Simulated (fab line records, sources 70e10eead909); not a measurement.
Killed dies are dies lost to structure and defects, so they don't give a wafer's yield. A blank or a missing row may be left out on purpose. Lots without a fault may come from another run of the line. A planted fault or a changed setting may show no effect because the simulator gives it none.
Which tool did it? | flow nand_harc | 12 lots, 36 wafers sampled, at 1 step of a route of 1302

WHAT THE GAUGES READ, wafer by wafer
NHARC_P_BONDPAD_INSPECT_23.
lot  | measured     | on                | raw_defect_count
L075 | day 7 03:47  | defect_inspect-01 | 456 619 385
L077 | day 8 00:14  | defect_inspect-02 | 262 420 291
L078 | day 8 14:10  | defect_inspect-02 | 497 244 254
L081 | day 9 22:17  | defect_inspect-02 | 342 332 343
L083 | day 10 13:59 | defect_inspect-01 | 368 382 306
L085 | day 11 11:44 | defect_inspect-02 | 314 232 517
L088 | day 12 22:28 | defect_inspect-01 | 185 199 149
L090 | day 13 17:28 | defect_inspect-02 | 344 295 223
L091 | day 13 21:00 | defect_inspect-02 | 201 237 432
L093 | day 15 05:37 | defect_inspect-02 | 201 323 381
L095 | day 15 11:49 | defect_inspect-02 | 311 296 419
L097 | day 16 14:41 | defect_inspect-02 | 214 332 296

WHICH TOOL RAN EACH LOT (tool, then ch and the chambers of the sampled wafers, then the start)
The record holds no process step before these readings.

THE ANSWER, worked out from the rows above alone
Rule: what is usual is taken from the lots themselves. Put in order of their means at a reading, lots are off if they are a third of the lots or fewer, leave a main group of 4 or more, and stand apart from it by a gap of 3 or more times the standard deviation of the main group's means; of several such gaps the widest counts. A main group whose means are all the same, to the digits that the tables above print for the reading, isn't used. A lot without any number at a reading at which 4 lots or more have one is off too. The other lots that the step has rows for count as sound.
No lot is off at any reading shown: from this, nothing can be told.

WHAT THE SIMULATOR HAD PUT IN
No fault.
